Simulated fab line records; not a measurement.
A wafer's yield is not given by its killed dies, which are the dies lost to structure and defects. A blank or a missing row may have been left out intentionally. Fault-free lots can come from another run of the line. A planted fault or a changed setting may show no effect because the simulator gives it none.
Matching of chambers :: flow nand_harc :: NHARC_A_STAIRCASE_DESCUM_219 on rie_diel-12: 4 sister chambers
The step chemistry O2, time 3 s. 18 wafers are shown with their chamber, then 9 later ones without.

## EACH WAFER AND ITS CHAMBER
wafer: L075.1
chamber: 1
showerhead_plenum_p_Torr (Torr): 1.98
oes_product_au (a.u.): 0.980
rf_vpp_V (V): 57.9

wafer: L075.3
chamber: 3
showerhead_plenum_p_Torr (Torr): 2.00
oes_product_au (a.u.): 1.016
rf_vpp_V (V): 57.1

wafer: L075.4
chamber: 2
showerhead_plenum_p_Torr (Torr): 1.83
oes_product_au (a.u.): 0.999
rf_vpp_V (V): 57.3

wafer: L074.1
chamber: 0
showerhead_plenum_p_Torr (Torr): 1.78
oes_product_au (a.u.): 1.009
rf_vpp_V (V): 56.7

wafer: L074.3
chamber: 1
showerhead_plenum_p_Torr (Torr): 1.98
oes_product_au (a.u.): 0.985
rf_vpp_V (V): 57.3

wafer: L074.5
chamber: 3
showerhead_plenum_p_Torr (Torr): 2.00
oes_product_au (a.u.): 1.015
rf_vpp_V (V): 60.0

wafer: L077.3
chamber: 2
showerhead_plenum_p_Torr (Torr): 1.83
oes_product_au (a.u.): 1.005
rf_vpp_V (V): 57.8

wafer: L077.5
chamber: 2
showerhead_plenum_p_Torr (Torr): 1.83
oes_product_au (a.u.): 1.019
rf_vpp_V (V): 56.2

wafer: L077.6
chamber: 1
showerhead_plenum_p_Torr (Torr): 1.98
oes_product_au (a.u.): 0.991
rf_vpp_V (V): 57.3

wafer: L082.3
chamber: 3
showerhead_plenum_p_Torr (Torr): 1.99
oes_product_au (a.u.): 1.003
rf_vpp_V (V): 58.7

wafer: L082.5
chamber: 0
showerhead_plenum_p_Torr (Torr): 1.77
oes_product_au (a.u.): 0.992
rf_vpp_V (V): 56.9

wafer: L082.6
chamber: 1
showerhead_plenum_p_Torr (Torr): 1.97
oes_product_au (a.u.): 0.980
rf_vpp_V (V): 56.4

wafer: L084.2
chamber: 1
showerhead_plenum_p_Torr (Torr): 1.97
oes_product_au (a.u.): 1.008
rf_vpp_V (V): 57.6

wafer: L084.3
chamber: 0
showerhead_plenum_p_Torr (Torr): 2.08
oes_product_au (a.u.): 1.006
rf_vpp_V (V): 58.8

wafer: L084.6
chamber: 2
showerhead_plenum_p_Torr (Torr): 1.82
oes_product_au (a.u.): 1.010
rf_vpp_V (V): 57.0

wafer: L088.1
chamber: 0
showerhead_plenum_p_Torr (Torr): 2.07
oes_product_au (a.u.): 1.007
rf_vpp_V (V): 57.5

wafer: L088.2
chamber: 1
showerhead_plenum_p_Torr (Torr): 1.97
oes_product_au (a.u.): 0.993
rf_vpp_V (V): 58.2

wafer: L088.3
chamber: 2
showerhead_plenum_p_Torr (Torr): 1.82
oes_product_au (a.u.): 1.012
rf_vpp_V (V): 57.4

SIGNATURES, as means of the wafers listed above
reading: showerhead_plenum_p_Torr
chamber 0: 1.9250
chamber 1: 1.9750
chamber 2: 1.8260
chamber 3: 1.9967
scatter within a chamber: 0.0804

reading: oes_product_au
chamber 0: 1.00350
chamber 1: 0.98950
chamber 2: 1.00900
chamber 3: 1.01133
scatter within a chamber: 0.00874

reading: rf_vpp_V
chamber 0: 57.475
chamber 1: 57.450
chamber 2: 57.140
chamber 3: 58.600
scatter within a chamber: 0.857
Rule: a wafer's distance from a chamber is the root of the sum, over the readings, of the square of ((its reading less the chamber's mean) divided by the reading's scatter). The wafer belongs to the nearest chamber; if the next one is less than 2 further off, it can't be placed. The scatter is the square root of a quotient: the sum, over the shown wafers, of each reading's squared deviation from its chamber's mean, divided by wafers minus chambers.

## WAFERS MISSING THEIR CHAMBER
wafer: L088.4
showerhead_plenum_p_Torr (Torr): 1.98
oes_product_au (a.u.): 1.004
rf_vpp_V (V): 57.2

wafer: L088.5
showerhead_plenum_p_Torr (Torr): 1.98
oes_product_au (a.u.): 1.000
rf_vpp_V (V): 59.2

wafer: L088.6
showerhead_plenum_p_Torr (Torr): 2.07
oes_product_au (a.u.): 1.001
rf_vpp_V (V): 58.5

wafer: L095.2
showerhead_plenum_p_Torr (Torr): 1.98
oes_product_au (a.u.): 1.017
rf_vpp_V (V): 58.9

wafer: L095.4
showerhead_plenum_p_Torr (Torr): 1.81
oes_product_au (a.u.): 1.016
rf_vpp_V (V): 55.9

wafer: L095.5
showerhead_plenum_p_Torr (Torr): 1.81
oes_product_au (a.u.): 1.026
rf_vpp_V (V): 56.9

wafer: L097.1
showerhead_plenum_p_Torr (Torr): 1.95
oes_product_au (a.u.): 1.006
rf_vpp_V (V): 58.0

wafer: L097.3
showerhead_plenum_p_Torr (Torr): 1.81
oes_product_au (a.u.): 1.020
rf_vpp_V (V): 58.1

wafer: L097.5
showerhead_plenum_p_Torr (Torr): 1.81
oes_product_au (a.u.): 1.013
rf_vpp_V (V): 56.2

## THE CHAMBER EACH PASSED THROUGH
wafer: L088.4
from the rows above: can't be placed: 0 or 1 or 3 or 2
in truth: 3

wafer: L088.5
from the rows above: can't be placed: 3 or 0 or 1 or 2
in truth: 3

wafer: L088.6
from the rows above: can't be placed: 3 or 1 or 0
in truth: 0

wafer: L095.2
from the rows above: can't be placed: 3 or 0
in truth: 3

wafer: L095.4
from the rows above: can't be placed: 2 or 0
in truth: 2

wafer: L095.5
from the rows above: can't be placed: 2 or 0 or 3
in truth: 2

wafer: L097.1
from the rows above: can't be placed: 0 or 3 or 2 or 1
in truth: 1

wafer: L097.3
from the rows above: can't be placed: 2 or 0 or 3
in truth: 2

wafer: L097.5
from the rows above: can't be placed: 2 or 0
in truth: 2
Placed correctly: 0 of 9. Unplaceable from these rows: 9, with the true chamber sitting among the candidates in 9. 0 placed wrongly.
